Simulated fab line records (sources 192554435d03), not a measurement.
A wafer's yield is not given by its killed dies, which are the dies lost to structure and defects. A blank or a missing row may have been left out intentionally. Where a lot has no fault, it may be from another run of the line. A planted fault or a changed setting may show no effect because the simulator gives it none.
Split-lot trial :: flow n5-finfet :: 21 wafers read across 7 lots, on a route 1938 steps long

SPLIT DETAILS
At N5_FIN_SAQP_HM_DEP_03 (deposits SiNx from SiH4/NH3/N2, target thk 38 nm, time 33.6 s), the setting time-s was moved away from the recipe's 33.6 s on 12 of the 21 wafers read, by -12.2% to +13.2%. This setting was run at the recipe's value on the other wafers.

FROM THE SPLIT TO THE READING: what the file shows between them, 8 steps
- N5_FIN_SAQP_THK_MEAS_05
- N5_FIN_SAQP_COAT_10: resist thk 90 nm (also split here: spin-rpm)
- N5_FIN_SAQP_EBR_12
- N5_FIN_SAQP_SOFTBAKE_11: time 60 s
- N5_FIN_SAQP_MANDREL2_REMOVE_60: chemistry HBr/Cl2/O2, target a-Si, stops on SiNx, bt time 10 s
- N5_FIN_SAQP_HM_OPEN_33: chemistry CH3F/O2, target SiNx, target depth 49.4 nm, time 70.6 s
- N5_FIN_SAQP_ETCH_34: etches SiO2 in C4F6/O2, target depth 45 nm, time 15 s
- N5_FIN_SAQP_STRIP_77: strips in N2/H2, time 90 s

THE READING
SiNx_of_FIN_SAQP_HM_DEP_03.thk-nm (the simulator's own value, which no gauge read), in nm, at N5_FIN_SAQP_ETCH_64 (etches SiO2 in CF4, target depth 1.5 nm). The file gives no usual value for it. Average 32.5 nm, standard deviation 0.56 nm, over the 9 wafers here run with the recipe.

wafer: L076.1
tool, chamber at the split: pecvd-04, 2
time-s as run, s: 36.91
against the recipe: +9.9%
SiNx_of_FIN_SAQP_HM_DEP_03.thk-nm, nm: 36.4
against lot-mates on the recipe: +3.2

wafer: L076.3
tool, chamber at the split: pecvd-04, 1
time-s as run, s: 36.91
against the recipe: +9.9%
SiNx_of_FIN_SAQP_HM_DEP_03.thk-nm, nm: 35.8
against lot-mates on the recipe: +2.6

wafer: L076.4
tool, chamber at the split: pecvd-04, 2
time-s as run, s: 33.6
against the recipe: recipe
SiNx_of_FIN_SAQP_HM_DEP_03.thk-nm, nm: 33.2
against lot-mates on the recipe: -

wafer: L083.1
tool, chamber at the split: pecvd-04, 1
time-s as run, s: 33.6
against the recipe: recipe
SiNx_of_FIN_SAQP_HM_DEP_03.thk-nm, nm: 31.6
against lot-mates on the recipe: -

wafer: L083.3
tool, chamber at the split: pecvd-04, 2
time-s as run, s: 29.5
against the recipe: -12.2%
SiNx_of_FIN_SAQP_HM_DEP_03.thk-nm, nm: 28
against lot-mates on the recipe: -3.6

wafer: L083.4
tool, chamber at the split: pecvd-04, 1
time-s as run, s: 29.5
against the recipe: -12.2%
SiNx_of_FIN_SAQP_HM_DEP_03.thk-nm, nm: 27.6
against lot-mates on the recipe: -4.0

wafer: L084.1
tool, chamber at the split: pecvd-02, 2
time-s as run, s: 33.6
against the recipe: recipe
SiNx_of_FIN_SAQP_HM_DEP_03.thk-nm, nm: 31.6
against lot-mates on the recipe: -

wafer: L084.3
tool, chamber at the split: pecvd-02, 2
time-s as run, s: 33.6
against the recipe: recipe
SiNx_of_FIN_SAQP_HM_DEP_03.thk-nm, nm: 32.6
against lot-mates on the recipe: -

wafer: L084.5
tool, chamber at the split: pecvd-02, 1
time-s as run, s: 33.6
against the recipe: recipe
SiNx_of_FIN_SAQP_HM_DEP_03.thk-nm, nm: 33
against lot-mates on the recipe: -

wafer: L086.1
tool, chamber at the split: pecvd-02, 0
time-s as run, s: 31.95
against the recipe: -4.9%
SiNx_of_FIN_SAQP_HM_DEP_03.thk-nm, nm: 30.4
against lot-mates on the recipe: -2.6

wafer: L086.2
tool, chamber at the split: pecvd-02, 2
time-s as run, s: 31.95
against the recipe: -4.9%
SiNx_of_FIN_SAQP_HM_DEP_03.thk-nm, nm: 30.2
against lot-mates on the recipe: -2.8

wafer: L086.6
tool, chamber at the split: pecvd-02, 1
time-s as run, s: 33.6
against the recipe: recipe
SiNx_of_FIN_SAQP_HM_DEP_03.thk-nm, nm: 33
against lot-mates on the recipe: -

wafer: L090.1
tool, chamber at the split: pecvd-04, 2
time-s as run, s: 38.02
against the recipe: +13.2%
SiNx_of_FIN_SAQP_HM_DEP_03.thk-nm, nm: 37
against lot-mates on the recipe: +4.8

wafer: L090.4
tool, chamber at the split: pecvd-04, 2
time-s as run, s: 38.02
against the recipe: +13.2%
SiNx_of_FIN_SAQP_HM_DEP_03.thk-nm, nm: 37.2
against lot-mates on the recipe: +5.0

wafer: L090.6
tool, chamber at the split: pecvd-04, 0
time-s as run, s: 33.6
against the recipe: recipe
SiNx_of_FIN_SAQP_HM_DEP_03.thk-nm, nm: 32.2
against lot-mates on the recipe: -

wafer: L096.1
tool, chamber at the split: pecvd-03, 0
time-s as run, s: 31.4
against the recipe: -6.5%
SiNx_of_FIN_SAQP_HM_DEP_03.thk-nm, nm: 29.8
against lot-mates on the recipe: -2.6

wafer: L096.3
tool, chamber at the split: pecvd-03, 2
time-s as run, s: 31.4
against the recipe: -6.5%
SiNx_of_FIN_SAQP_HM_DEP_03.thk-nm, nm: 29.2
against lot-mates on the recipe: -3.2

wafer: L096.4
tool, chamber at the split: pecvd-03, 1
time-s as run, s: 33.6
against the recipe: recipe
SiNx_of_FIN_SAQP_HM_DEP_03.thk-nm, nm: 32.4
against lot-mates on the recipe: -

wafer: L097.2
tool, chamber at the split: pecvd-03, 2
time-s as run, s: 31.92
against the recipe: -5.0%
SiNx_of_FIN_SAQP_HM_DEP_03.thk-nm, nm: 30.2
against lot-mates on the recipe: -2.6

wafer: L097.4
tool, chamber at the split: pecvd-03, 2
time-s as run, s: 33.6
against the recipe: recipe
SiNx_of_FIN_SAQP_HM_DEP_03.thk-nm, nm: 32.8
against lot-mates on the recipe: -

wafer: L097.5
tool, chamber at the split: pecvd-03, 1
time-s as run, s: 31.92
against the recipe: -5.0%
SiNx_of_FIN_SAQP_HM_DEP_03.thk-nm, nm: 31
against lot-mates on the recipe: -1.8

FIT RESULTS
A straight line over all 21 wafers: SiNx_of_FIN_SAQP_HM_DEP_03.thk-nm changes by +0.377 nm for each +1% of time-s; r = +0.99; the points scatter about the line by 0.47 nm.
The same after taking each lot's own level away (the mean of its wafers on the recipe; 21 wafers): +0.356 nm for each +1%; r = +0.98; scatter 0.54 nm.
That fit puts the effect of the largest move of time-s on the reading at 4.7 nm.
From 31.60 to 33.20 nm: that is the span of the lots' own levels, equal to 2.9 times the standard deviation above.
The two slopes are in agreement: the lot-to-lot level therefore moves the slope only a little.
Check: for one of the wafers moved furthest among these (+13.2%), held out of the fit, the line's prediction against its lot-mates is +4.42 nm. Against them it came out at +4.8 nm.

OTHER SPLITS APPLIED TO THESE WAFERS
Other splits were also applied to these wafers ahead of the reading. Each is held against what the fit with the lots' levels taken away leaves over:
other split on the same wafers: N5_ZERO_LAYER_PECVD_02 time-s
wafers away from the commonest value: 7
r with SiNx_of_FIN_SAQP_HM_DEP_03.thk-nm (lot level and that fit taken away): +0.04

other split on the same wafers: N5_ZERO_LAYER_COAT_05 spin-rpm
wafers away from the commonest value: 8
r with SiNx_of_FIN_SAQP_HM_DEP_03.thk-nm (lot level and that fit taken away): +0.14

other split on the same wafers: N5_ZERO_LAYER_EXPOSE_08 dose-mj
wafers away from the commonest value: 10
r with SiNx_of_FIN_SAQP_HM_DEP_03.thk-nm (lot level and that fit taken away): +0.18

other split on the same wafers: N5_WELL_APT_COAT_02 spin-rpm
wafers away from the commonest value: 4
r with SiNx_of_FIN_SAQP_HM_DEP_03.thk-nm (lot level and that fit taken away): -0.31

other split on the same wafers: N5_FIN_SAQP_COAT_10 spin-rpm
wafers away from the commonest value: 5
r with SiNx_of_FIN_SAQP_HM_DEP_03.thk-nm (lot level and that fit taken away): +0.31

THE WHOLE CHAIN: every reading that the file lists as answering this split, in the file's order
step: N5_FIN_SAQP_HM_DEP_03
what it does: deposits SiNx from SiH4/NH3/N2, target thk 38 nm, time 33.6 s
reading: SiNx_of_FIN_SAQP_HM_DEP_03.thk-nm (the simulator's own value, which no gauge read)
change (the file's fit): +0.355 nm for each +1% of the setting
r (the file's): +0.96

step: N5_FIN_SAQP_THK_MEAS_05
what it does: 
reading: thk-nm
change (the file's fit): withheld for each +1% of the setting
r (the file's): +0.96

step: N5_FIN_SAQP_HM_OPEN_33
what it does: chemistry CH3F/O2, target SiNx, target depth 49.4 nm, time 70.6 s
reading: etch-rf-on-time-s
change (the file's fit): withheld for each +1% of the setting
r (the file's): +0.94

step: N5_FIN_SAQP_HM_OPEN_33
what it does: chemistry CH3F/O2, target SiNx, target depth 49.4 nm, time 70.6 s
reading: etch.depth-nm (the simulator's own value, which no gauge read)
change (the file's fit): +0.355 nm for each +1% of the setting
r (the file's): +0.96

step: N5_FIN_SAQP_ETCH_64
what it does: etches SiO2 in CF4, target depth 1.5 nm
reading: SiNx_of_FIN_SAQP_HM_DEP_03.thk-nm (the simulator's own value, which no gauge read)
change (the file's fit): +0.357 nm for each +1% of the setting
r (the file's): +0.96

THE FILE'S OWN FIT
SiNx_of_FIN_SAQP_HM_DEP_03.thk-nm changes by +0.357 nm for each +1% of time-s, r = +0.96.
